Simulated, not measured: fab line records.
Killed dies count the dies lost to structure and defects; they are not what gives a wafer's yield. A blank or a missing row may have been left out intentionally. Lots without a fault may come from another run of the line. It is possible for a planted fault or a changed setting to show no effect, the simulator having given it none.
fab line records    flow n5Finfet
[record] lots = 4  wafers = 11  lastDay = 17
route steps=1938 shown SD_EPI_N@269 SD_EPI_P@295 BEOL_M4@1111 PASSIVATION@1936
lots with no fault: from the same line, run without faults
startH: the number of hours between the record's first day and the start of the first shown wafer of the lot    waitH: hours elapsed since this lot's preceding step    " unchanged from the row above    L1.1+2: one row covering several wafers at once    - no value, or no start given    * or withheld: withheld    < > ~ a bound
route shown NAME@n: a module of which the file shows steps, and the number in the route of the first    usual: the fault-free wafers' mean and standard deviation    same: alike in all rows    chamber/n: place in a boat    sites: the reading at each site    _std_site: the standard deviation of these    _edge_site: mean of outer sites minus mean of inner sites    radiusMm: how far each site lies from the wafer's centre    mask NAME#n: copy n    behind: the tool/chamber that last shaped the wafer    hold: why the lot went on hold/how many hours it stayed there/how the hold came to an end    device: the n, p or np transistor that did not switch    end of line: tests of these same wafers at the route's end    step lacking rows: just its recipe    killed: the dies lost at the first sort to structure and to defects; this is not the yield of the wafer    map: a wafer's dies, marking killed ones x, the rest . and places with no die _
set.NAME: the setting that was run; set.NAME@STEP: the one run at that earlier step    model.NAME: the simulator's own value behind a step, which no gauge read
lots at some steps of the route; a table a step, a row a wafer
services: when a tool's chamber went out of use (startH, in hours from the record's first day, below 0 if earlier), for how many hours, and the reason
[[steps]]
[step N5_SD_EPI_N_DEVELOP_08]
[recipe] developTimeS = 30  developer = TMAH  resist = CAR-ArF-block  devTempC = 23  rinseLiquid = diw  dry = airSpin
[step N5_SD_EPI_N_DESCUM_14]
[recipe] chemistry = O2  timeS = 7.9  sourcePowerW = 50  biasPowerW = 20  pressureMtorr = 20  rfFrequencyHz = 2.712e+07  tempC = 40  resist = CAR-ArF-block  o2FlowSccm = 225
[step N5_SD_EPI_N_ETCH_34]
[recipe] chemistry = CF4  target = SiARC  targetDepthA = 455  maskMaterial = CAR-ArF-block  timeS = 75.8  ionEnergyEv = 80  pressureMtorr = 40  sourceW = 545  biasW = 36  Ar_flow_sccm = 100  cf4FlowSccm = 100  ends = cleared
[step N5_SD_EPI_N_ETCH_35]
[recipe] chemistry = N2/H2  target = SOC  overetchA = 1080  maskMaterial = SiARC  tempC = 40  ionEnergyEv = 100  sourceW = 3000  biasW = 133  pressureMtorr = 20  timeS = 486  n2FlowSccm = 200  h2FlowSccm = 200
[step N5_SD_EPI_N_STRIP_36]
[recipe] chemistry = N2/H2  tempC = 40  n2FlowSccm = 200  h2FlowSccm = 200  rfFrequencyHz = 6e+07
[step N5_SD_EPI_N_ETCHBACK_44]
[recipe] chemistry = CH3F/O2  mode = anisotropicEtchback  target = SiNx  targetDepthA = 145  stopOn = SiO2  overEtchFrac = 0.3  ionEnergyEv = 120  pressureMtorr = 30  sourceW = 395  biasW = 73  Ar_flow_sccm = 150  CH3F_flow_sccm = 30  O2_flow_sccm = 20
[step N5_SD_EPI_N_ETCH_45]
[recipe] chemistry = CH3F/O2  target = SiOCN  targetDepthA = 60  maskMaterial = SOC  ionEnergyEv = 60  biasW = 29  pressureMtorr = 15  sourceW = 410  Ar_flow_sccm = 150  CH3F_flow_sccm = 30  O2_flow_sccm = 20
[step N5_SD_EPI_N_ETCH_16]
[recipe] chemistry = CHF3/O2  target = SiO2  targetDepthA = 50  maskMaterial = SOC  pressureMtorr = 30  sourceW = 650  biasW = 170  Ar_flow_sccm = 200  CHF3_flow_sccm = 50  O2_flow_sccm = 5  ionEnergyEv = 200
[step N5_SD_EPI_N_STRIP_47]
[recipe] chemistry = CHF3/O2  resist = SiARC  rfFrequencyHz = 6e+07
[step N5_SD_EPI_N_SD_RECESS_17]
[recipe] chemistry = HBr/Cl2/O2  targetDepthA = 410  maskMaterial = SOC  timeS = 23.7  btTimeS = 3  pressureMtorr = 10  icpW = 800  biasW = 112  HBr_flow_sccm = 150  Cl2_flow_sccm = 80  O2_flow_sccm = 12
[usual] HBr_flow_sccm = 150.0/0.4  drypumpMotorCurrentA = 5.6/0.52  oesProductAu = 0.996/0.011  throttleValvePct = 37.13/0.28
[same] timeS = 23.7
lot.wafer  tool      chamber  startH  waitH  HBr_flow_sccm  drypumpMotorCurrentA  oesProductAu  rfHoursCounterH  throttleValvePct  model.SD_EPI_N.featureDepthNm  model.etch.depthNm  model.Si_of_WELL_APT_EPI_41.thkNm
L484.1     rieSi-06  1        81.73   0.0    150.2          5.0                   0.992         124              36.66             41.2                           41.12               8.8
L484.3     "         3        "       "      150.5          6.2                   0.994         46               37.10             41.8                           41.88               7.6
L484.4     "         0        "       "      150.4          4.9                   1.002         0                37.63             41                             40.99               8.8
L490.4     rieSi-06  1        114.26  0.1    150.0          5.0                   1.162         -                36.58             68.4                           68.43               4.4
L490.5     "         2        "       "      150.6          6.1                   0.994         -                36.87             41.4                           41.41               7.8
L490.6     "         0        "       "      150.0          4.9                   0.994         -                37.60             41.6                           41.54               7.8
L491.1     rieSi-06  2        126.87  0.0    149.4          6.1                   0.991         106              36.89             41.4                           41.33               7.8
L491.2     "         0        "       "      149.1          4.9                   1.159         1                37.53             68.8                           68.75               4.2
L500.1     rieSi-02  3        176.59  0.0    149.3          6.0                   0.992         76               37.04             41.4                           41.41               8.4
L500.4     "         0        "       "      149.7          5.7                   1.009         100              37.36             41.2                           41.2                8.8
L500.5     "         3        "       "      149.8          6.0                   0.995         -                37.03             41.4                           41.34               8.2
[step N5_SD_EPI_N_STRIP_38]
[recipe] chemistry = N2/H2  powerW = 1000  tempC = 250  h2Frac = 0.65  overashFraction = 0.3  pressureMtorr = withheld  n2FlowSccm = 1750  h2FlowSccm = 3250
[step N5_SD_EPI_N_WET_ETCH_43]
[recipe] chemistry = dHF  dilution = withheld  timeS = 14  target = SiO2  targetDepthA = 15  tempC = 25
[step N5_SD_EPI_N_STRIP_18]
[recipe] chemistry = SPM  timeS = 750  tempC = 130  h2so4H2o2VolRatio = 4
[same] timeS = 750
lot.wafer  tool         chamber  startH  waitH  model.Si_of_WELL_APT_EPI_41.thkNm
L484.1+4   wetBench-03  5,7      81.92   0.0    8.6
L484.3     "            2        "       "      7.4
L490.4     wetBench-05  4        114.42  0.0    4
L490.5+6   "            5,0      "       "      7.4
L491.1     wetBench-06  2        127.06  0.0    7.4
L491.2     "            4        "       "      3.8
L500.1     wetBench-05  3        176.78  0.0    8.2
L500.4     "            0        "       "      8.4
L500.5     "            7        "       "      7.8
[step N5_SD_EPI_N_SRD_20]
[recipe] dry = ipaMarangoni  doPpb = 5  timeS = 30  tempC = 23  rinseLiquid = diw
[step N5_SD_EPI_N_PRECLEAN_48]
[recipe] chemistry = NF3:NH3  afsCycles = 2  tempC = 30  timeS = 20  sublimationTempC = 180  sublimationTimeS = 60  pressureTorr = 3  rfPowerW = 30
[step N5_SD_EPI_N_VAPOR_ETCH_50]
[recipe] chemistry = HCl  target = Si  tempC = 775  timeS = 54  pressureTorr = 20  mode = isotropic
[step N5_SD_EPI_N_EPI_21]
[recipe] material = Si:P  dopant = P  tempC = 680  pressureTorr = 255  timeS = 690
[step N5_SD_EPI_N_PRECLEAN_24]
[recipe] chemistry = O3/DIW  timeS = 60  tempC = 22  o3Ppm = 10
[step N5_SD_EPI_N_SRD_25]
[recipe] timeS = 30  tempC = 23  rinseLiquid = diw  dry = ipaMarangoni
[step N5_SD_EPI_N_PRECLEAN_49]
[recipe] chemistry = NF3:NH3  afsCycles = 1  tempC = 30  timeS = 20  sublimationTempC = 180  sublimationTimeS = 60  pressureTorr = 3  rfPowerW = 30
[step N5_SD_EPI_N_LINER_46]
[recipe] material = SiNx  targetThkA = 30  tempC = 400  aldPrecursorFamily = SiH2I2  aldCoReactant = N2/H2-plasma  pressureTorr = 2
[step N5_SD_EPI_P_COAT_34]
[recipe] resist = SOC  tempC = 250  timeS = 60  spinRpm = 1500  resistThkNm = 350
[step N5_SD_EPI_P_COAT_35]
[recipe] resist = SiARC  tempC = 220  timeS = 60  spinRpm = 1500  resistThkNm = 35
[step N5_SD_EPI_P_COAT_03]
[recipe] resist = CAR-ArF-block  spinRpm = 1500  resistThkNm = 150
[step N5_SD_EPI_P_EBR_05]
[recipe] solvent = PGMEA  ebrWidthMm = 1.5
[step N5_SD_EPI_P_SOFTBAKE_04]
[recipe] tempC = 110  timeS = 60  resist = CAR-ArF-block
[step N5_SD_EPI_P_EXPOSE_06]
[recipe] maskId = SD_P_BLK  na = 1.35  sourceShape = conventional  sigmaOuter = 0.8  polarization = unpolarized  targetCdNm = 240  doseMj = 39.5
[step N5_SD_EPI_P_PEB_07]
[recipe] pebTempC = 110  pebTimeS = 60  resist = CAR-ArF-block
[step N5_SD_EPI_P_DEVELOP_08]
[recipe] developTimeS = 30  developer = TMAH  resist = CAR-ArF-block  devTempC = 23  rinseLiquid = diw  dry = airSpin
[step N5_SD_EPI_P_DESCUM_14]
[recipe] chemistry = O2  timeS = 7.9  sourcePowerW = 50  biasPowerW = 20  pressureMtorr = 20  rfFrequencyHz = 2.712e+07  tempC = 40  resist = CAR-ArF-block  o2FlowSccm = 225
[step N5_SD_EPI_P_ETCH_36]
[recipe] chemistry = CF4  target = SiARC  targetDepthA = 455  maskMaterial = CAR-ArF-block  timeS = 75.8  ionEnergyEv = 80  pressureMtorr = 40  sourceW = 545  biasW = 36  Ar_flow_sccm = 100  cf4FlowSccm = 100  ends = cleared
[step N5_SD_EPI_P_ETCH_37]
[recipe] chemistry = N2/H2  target = SOC  overetchA = 1080  maskMaterial = SiARC  tempC = 40  ionEnergyEv = 100  sourceW = 3000  biasW = 133  pressureMtorr = 20  timeS = 486  n2FlowSccm = 200  h2FlowSccm = 200  ends = endPoint
[step N5_SD_EPI_P_STRIP_38]
[recipe] chemistry = N2/H2  tempC = 40  n2FlowSccm = 200  h2FlowSccm = 200  rfFrequencyHz = 6e+07
[step N5_SD_EPI_P_ETCHBACK_46]
[recipe] chemistry = CH3F/O2  mode = anisotropicEtchback  target = SiNx  targetDepthA = 175  stopOn = SiO2  overEtchFrac = 0.3  ionEnergyEv = 120  pressureMtorr = 30  sourceW = 395  biasW = 73  Ar_flow_sccm = 150  CH3F_flow_sccm = 30  O2_flow_sccm = 20
[step N5_BEOL_M4_RC_MEAS_101]
[usual] CJ_N = 4.36/0.086  DIBL_N = 36.2/1.2  DIBL_P = 36.3/1.3  EOT_N = 10.55/0.094  IGATE_N = 0.0118/0.0015  IOFF_N = 0.155/0.019  IOFF_N_85C = 3.0/0.31  IOFF_N_LIN = 0.073/0.0075  IOFF_N_LONG = 5.54e-05/2.4e-06  IOFF_P = 0.210/0.029  ION_N = 677/8.6  ION_P = 465/6.8  RC_DENSE_N = 19.0/0.34  RC_N = 15.50/0.26  REXT_N = 75.3/1.6  RS_SD_N = 28.4/0.37  SS_N = 71.4/0.48  SS_P = 73.2/0.53  VT_N = 249.9/2.4  VT_N_LONG = 275.0/2.1  VT_N_LVT = 99.0/2.1  VT_P = -250/3.2
lot.wafer  tool       chamber  startH  waitH  CJ_N  DIBL_N[mV/V]  DIBL_P[mV/V]  EOT_N  IGATE_N[nA/um]  IOFF_N[nA/um]  IOFF_N_85C[nA/um]  IOFF_N_LIN[nA/um]  IOFF_N_LONG[nA/um]  IOFF_P[nA/um]  ION_N[uA/um]  ION_P[uA/um]  RC_DENSE_N[ohm.um]  RC_N[ohm.um]  REXT_N[ohm.um]  RS_SD_N[ohm/sq]  SS_N[mV/dec]  SS_P[mV/dec]  VT_N[mV]  VT_N_LONG[mV]  VT_N_LVT[mV]  VT_P[mV]
L484.1     prober-02  0        206.20  0.0    4.31  36.9          36.5          10.53  0.0113          0.152          2.9                0.068              5.38e-05            0.180          675           457           19.2                15.56         76.1            29.1             71.5          73.3          248.5     276.2          98.0          -254
L484.3     "          0        "       "      4.40  37.6          36.8          10.46  0.0129          0.162          3.0                0.072              5.43e-05            0.193          691           466           19.2                15.54         76.5            28.3             71.5          73.7          252.0     276.7          97.9          -254
L484.4     "          0        "       "      4.33  38.6          39.0          10.41  0.0130          0.188          3.5                0.082              5.37e-05            0.228          676           464           19.6                15.96         77.2            28.6             72.0          73.7          248.4     276.7          95.9          -252
L490.4     prober-01  0        254.03  0.5    -     -             36.8          -      -               -              -                  -                  -                   0.242          -             470           -                   -             -               -                -             73.6          -         -              -             -248
L490.5     "          0        "       "      4.48  37.3          37.2          10.70  0.0102          0.191          3.5                0.086              5.74e-05            0.256          685           471           18.7                15.34         75.6            29.0             71.7          74.4          246.6     274.1          95.5          -248
L490.6     "          0        "       "      4.51  34.5          34.0          10.68  0.0096          0.137          2.7                0.064              5.74e-05            0.197          658           461           20.0                15.96         76.5            28.6             71.2          72.6          249.8     274.0          99.9          -251
L491.1     prober-01  0        261.21  0.0    4.46  35.4          35.3          10.44  0.0136          0.139          2.8                0.067              5.48e-05            0.187          673           464           18.6                15.20         72.7            28.3             71.3          73.1          251.9     277.0          100.3         -252
L491.2     "          0        "       "      -     -             37.7          -      -               -              -                  -                  -                   0.215          -             456           -                   -             -               -                -             73.3          -         -              -             -250
L500.1     prober-02  0        308.00  0.0    4.41  36.2          34.6          10.59  0.0102          0.127          2.6                0.059              5.5e-05             0.179          657           455           18.7                15.53         74.8            28.2             71.8          72.6          254.6     275.5          104.1         -251
L500.4     "          0        "       "      4.44  38.5          38.3          10.66  0.0096          0.184          3.6                0.083              5.47e-05            0.237          684           466           18.4                14.94         75.3            28.3             72.1          73.5          246.3     274.3          96.2          -250
L500.5     "          0        "       "      4.38  36.4          34.6          10.54  0.0100          0.132          2.7                0.064              5.46e-05            0.179          663           458           18.4                15.05         74.5            28.2             70.8          71.6          250.5     275.4          102.2         -254
[step N5_PASSIVATION_PROBE_49]
[usual] defectLimitedYield = 91.2/1.4  killed_at_M0_to_M3 = 34/10  killed_at_M4_up = 13/5.1  killedAtContacts = 12/6.5  killedAtFrontEnd = 41/11  killedAtOther = 4/3.3  killedDies = 104/16  killedOpen = 69/13  killedShort = 33/7  sort_bin_4_leakage = 0/0  sort_bin_5_function = 5.1/0.91  sort_bin_6_memory = 3.3/0.69  sortNPass = 1076/16  sortYieldPct = 91.2/1.4
[same] grossDies = 1180  killedAtBackSide = 0  sort_bin_8_speed[%] = 0
lot.wafer  tool       chamber  startH  waitH  defectLimitedYield[%]  killed_at_M0_to_M3  killed_at_M4_up  killedAtContacts  killedAtFrontEnd  killedAtOther  killedDies  killedOpen  killedShort  sort_bin_4_leakage[%]  sort_bin_5_function[%]  sort_bin_6_memory[%]  sortNPass  sortYieldPct[%]
L484.1     prober-01  -        315.70  0.0    91.2                   44                  11               17                32                0              104         67          30           0                      4.4                     3.8                   1076       91.2
L484.3     prober-01  -        315.80  0.1    92.9                   27                  10               14                33                0              84          62          21           0                      3.7                     3.2                   1096       92.9
L484.4     prober-01  -        315.85  0.2    90.5                   37                  9                7                 58                1              112         71          40           0                      4.7                     4.5                   1068       90.5
L490.4     prober-02  -        356.74  0.2    91.0                   42                  12               5                 46                1              106         63          37           91.02                  4.8                     3.2                   0          0
L490.5     prober-02  -        356.79  0.2    91.0                   35                  24               15                32                0              106         72          34           0                      5.3                     3.5                   1074       91.0
L491.1     prober-01  -        357.96  0.0    94.0                   27                  8                4                 27                5              71          37          33           0                      3.6                     2.4                   1109       94.0
L491.2     prober-01  -        358.01  0.1    91.4                   41                  12               9                 33                6              101         62          36           91.44                  5.0                     3.1                   0          0
L500.1     prober-01  -        410.35  0.0    91.7                   38                  9                13                35                3              98          72          26           0                      4.8                     3.2                   1082       91.7
L500.4     prober-01  -        410.50  0.2    89.8                   61                  9                5                 40                5              120         87          33           0                      5.6                     4.3                   1060       89.8
L500.5     prober-01  -        410.55  0.2    92.0                   39                  14               7                 31                3              94          55          38           0                      4.3                     3.4                   1086       92.0
// killed by level:class
L484.1 MOL_CONTACT_COAG:geometricParticle:open=15 BEOL_M0_SAQP:geometricParticle:open=10 BEOL_M3:geometricParticle:open=9 BEOL_M0_SAQP:geometricParticle:short=8 STI_FIN_REVEAL:geometricParticle:open=7 BEOL_M2:geometricParticle:open=6 STI_FIN_REVEAL:geometricParticle:short=4 BEOL_M2:geometricParticle:short=4
L484.3 MOL_CONTACT_COAG:geometricParticle:open=14 STI_FIN_REVEAL:geometricParticle:open=10 BEOL_M3:geometricParticle:open=9 DUMMY_GATE:geometricParticle:open=6 BEOL_M0_SAQP:geometricParticle:short=6 BEOL_M2:geometricParticle:open=5 BEOL_M4:geometricParticle:open=4 DUMMY_GATE:geometricParticle:short=3
L484.4 STI_FIN_REVEAL:geometricParticle:open=24 BEOL_M0_SAQP:geometricParticle:open=14 STI_FIN_REVEAL:geometricParticle:short=10 BEOL_M0_SAQP:geometricParticle:short=9 GATE_CUT:geometricParticle:open=6 MOL_CONTACT_COAG:geometricParticle:open=5 BEOL_M2:geometricParticle:short=5 DUMMY_GATE:geometricParticle:open=4
L490.4 BEOL_M1:geometricParticle:open=13 BEOL_M0_SAQP:geometricParticle:short=11 FIN_SAQP:geometricParticle:short=10 STI_FIN_REVEAL:geometricParticle:open=8 BEOL_M0_SAQP:geometricParticle:open=8 FIN_SAQP:geometricParticle:open=7 BEOL_M4:geometricParticle:open=6 HKMG_FIN:areaEtch=6
L490.5 BEOL_M4:geometricParticle:open=14 BEOL_M3:geometricParticle:open=12 MOL_CONTACT_COAG:geometricParticle:open=11 FIN_SAQP:geometricParticle:short=7 BEOL_M1:geometricParticle:open=6 FIN_SAQP:geometricParticle:open=5 STARTING-WAFER:geometricParticle:short=5 STI_FIN_REVEAL:geometricParticle:open=4
L491.1 BEOL_M2:geometricParticle:open=8 BEOL_M3:geometricParticle:open=8 FIN_SAQP:geometricParticle:short=5 STARTING-WAFER:geometricParticle:short=5 BEOL_M4:geometricParticle:open=4 FIN_SAQP:geometricParticle:open=3 STI_FIN_REVEAL:geometricParticle:open=3 GATE_CUT:geometricParticle:short=3
L491.2 BEOL_M0_SAQP:geometricParticle:short=15 BEOL_M0_SAQP:geometricParticle:open=12 FIN_SAQP:geometricParticle:open=9 MOL_CONTACT_COAG:geometricParticle:open=8 BEOL_M1:geometricParticle:open=5 BEOL_M3:geometricParticle:open=5 STI_FIN_REVEAL:geometricParticle:open=4 DUMMY_GATE:geometricParticle:open=4
L500.1 STI_FIN_REVEAL:geometricParticle:open=13 FIN_SAQP:geometricParticle:open=11 BEOL_M1:geometricParticle:open=10 MOL_CONTACT_COAG:geometricParticle:open=9 BEOL_M0_SAQP:geometricParticle:short=6 BEOL_M2:geometricParticle:open=6 BEOL_M3:geometricParticle:open=6 MOL_CONTACT_COAG:geometricParticle:short=4
L500.4 BEOL_M2:geometricParticle:open=15 STI_FIN_REVEAL:geometricParticle:open=14 BEOL_M0_SAQP:geometricParticle:open=13 BEOL_M3:geometricParticle:open=12 BEOL_M1:geometricParticle:open=9 FIN_SAQP:geometricParticle:short=8 BEOL_M0_SAQP:geometricParticle:short=7 STI_FIN_REVEAL:geometricParticle:short=6
L500.5 BEOL_M0_SAQP:geometricParticle:open=13 BEOL_M0_SAQP:geometricParticle:short=12 FIN_SAQP:geometricParticle:short=9 BEOL_M4:geometricParticle:open=6 STI_FIN_REVEAL:geometricParticle:open=5 MOL_CONTACT_COAG:geometricParticle:open=5 BEOL_M2:geometricParticle:open=5 FIN_SAQP:geometricParticle:open=3
// map L490.4 (x killed, . not)
_________________............________________
______________.......x.x........_____________
___________.x......x...x..........x__________
__________.........................._________
________...................x.........._______
_______x...........................x...______
______...........x.........x..x.x......._____
_____...x................................____
____................................x..x..___
___........................................__
___......................................x.__
__........x..x.x......................x....._
__.....x............x......x.....x.........._
_...........x......x...x...........x.......x.
_....x.x.....x................x...x...x......
_............x..x...............x............
_.x................x.........................
_...............x.x..x....x................x.
_.........x..................x.....x.........
_......x.......................x.....x.......
_..xx..x.......x.x.....x......x.......x......
__..............x.......x.........x........._
__....x...x..x.............................._
___...........x...............x............__
___.......x..........x....x.............x..__
____....x..x.x......x....x...x...x........___
_____.....x......x...x..x.....x...x..x...____
______........x..x......x.....x..xx....._____
_______................x...............______
________..............x..............._______
__________..x........x.x.x...x.x..x._________
___________...x...........x..x...x.__________
______________.x................_____________
_________________............________________
// map L491.2 (x killed, . not)
_________________..x.........________________
______________.................._____________
___________.x..........x.x.........__________
__________.........................._________
________.x..........x.........x.....x._______
_______......x............x.....x......______
______..........x....x....x............._____
_____....x.xx..x.................x.......____
____......x.....xx.........x.........x....___
___......x...........................x.....__
___..x....x................x...............__
__...x......................................_
__x...x..........xx.............x...x......._
_............................x..............x
_x......x....................................
_........x.......x...............x.....x.....
_...x...x.......x..x.x..x....x.....x.........
_.xx..........x.................x............
_x............xx.............................
_........................x...x............x..
_.....x.x.......x.x.....x.x..x...............
__.........................................._
__......x........x.x.....x.........xxx......_
___......x............x.....xx...x.........__
___........................................__
____...xx....x....x......................x___
_____..x.................................____
______...x..................x..........x_____
_______..x.............................______
________........................x....._______
__________...x.........x..........x._________
___________......xx..x...x.......x.__________
______________..x..............._____________
_________________............________________
[[services]]
tool      chamber  startH  hours  kind
rieSi-02  2        75.73   -      clean
rieSi-02  2        75.73   13.4   scheduledDown
rieSi-02  2        75.73   13.4   ventCycle
rieSi-06  1        90.62   10.5   repair
rieSi-06  -        90.73   0.3    repair
rieSi-06  3        95.15   22.9   repair
rieSi-06  0        105.77  2.3    repair
rieSi-06  0        129.46  5.0    repair
rieSi-02  -        161.79  2.8    pm
[[key]]
[firstSign] step = N5_SD_EPI_N_SD_RECESS_17  reading = oesProductAu  direction = up  sigmas = 15  usual = 0.996  struck = 1.161
[effect] step = N5_BEOL_M4_RC_MEAS_101  reading = CJ_N  direction = missing
[effect] step = N5_BEOL_M4_RC_MEAS_101  reading = DIBL_N  direction = missing
[effect] step = N5_BEOL_M4_RC_MEAS_101  reading = EOT_N  direction = missing
[effect] step = N5_BEOL_M4_RC_MEAS_101  reading = IGATE_N  direction = missing
[effect] step = N5_BEOL_M4_RC_MEAS_101  reading = IOFF_N  direction = missing
[effect] step = N5_BEOL_M4_RC_MEAS_101  reading = IOFF_N_85C  direction = missing
[effect] step = N5_BEOL_M4_RC_MEAS_101  reading = IOFF_N_LIN  direction = missing
[effect] step = N5_BEOL_M4_RC_MEAS_101  reading = IOFF_N_LONG  direction = missing
[effect] step = N5_BEOL_M4_RC_MEAS_101  reading = ION_N  direction = missing
[effect] step = N5_BEOL_M4_RC_MEAS_101  reading = RC_DENSE_N  direction = missing
[effect] step = N5_BEOL_M4_RC_MEAS_101  reading = RC_N  direction = missing
[effect] step = N5_BEOL_M4_RC_MEAS_101  reading = REXT_N  direction = missing
[effect] step = N5_PASSIVATION_PROBE_49  reading = sort_bin_4_leakage  direction = up  sigmas = 99+  usual = 0  struck = 91.23
[modelEffect] step = N5_SD_EPI_N_SD_RECESS_17  value = SD_EPI_N.featureDepthNm  without = 40.7  struck = 68.6
[modelEffect] step = N5_SD_EPI_N_STRIP_18  value = Si_of_WELL_APT_EPI_41.thkNm  without = 8.3  struck = 3.9
metAt N5_SD_EPI_N_SD_RECESS_17
struckWafers L490.4,L491.2
onsetBetween 81.73 114.26
[fault] kind = processParameterDrift  tool = rieSi-06  chamber = -  onsetH = 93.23  steps = N5_SD_EPI_N_SD_RECESS_17  channel = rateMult  offset = 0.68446  shape = step  endH = 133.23  scope = struckWafersOnly
